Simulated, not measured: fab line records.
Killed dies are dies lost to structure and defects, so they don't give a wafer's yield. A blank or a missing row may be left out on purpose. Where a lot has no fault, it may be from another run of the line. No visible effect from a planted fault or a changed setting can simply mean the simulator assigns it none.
Chamber matching ; flow n5Finfet ; N5_SD_EPI_P_ETCH_36 on rieDiel-01: 4 sister chambers
The step etches SiARC in CF4, target depth 45.5 nm, time 75.8 s. 4 wafers are shown with their chamber, then 7 later ones without.

## EACH WAFER AND ITS CHAMBER
wafer;chamber;showerheadPlenumPTorr (Torr)
L082.6;1;2.04
L083.2;0;2.14
L085.1;2;2.09
L085.4;3;2.08

## WAFERS WITH NO CHAMBER GIVEN
wafer;showerheadPlenumPTorr (Torr)
L085.5;2.04
L090.4;2.14
L090.5;2.14
L090.6;2.03
L096.2;2.03
L096.4;2.07
L096.5;2.08

## CHAMBER TAKEN BY EACH
wafer;from the rows above;in truth
L085.5;1;1
L090.4;0;0
L090.5;0;0
L090.6;1;1
L096.2;1;1
L096.4;can't be placed: 3 or 2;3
L096.5;can't be placed: 3 or 2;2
5 of 7 placed correctly. Not placeable from these rows: 2 (in 2, the candidates include the true chamber). Placed wrongly: 0.
How it was worked out, from the rows above alone: a wafer's distance from a chamber is the root of the sum, over the readings, of the square of ((its reading less the chamber's mean) divided by the reading's scatter). If the next closest chamber is less than 2 further off than the closest, the wafer can't be placed; otherwise it belongs to the closest. Each chamber's mean is taken over the wafers shown for it. The scatter (one wafer shown for each chamber): square how far every hidden wafer sits from the nearest shown wafer, average those squares and take the square root.
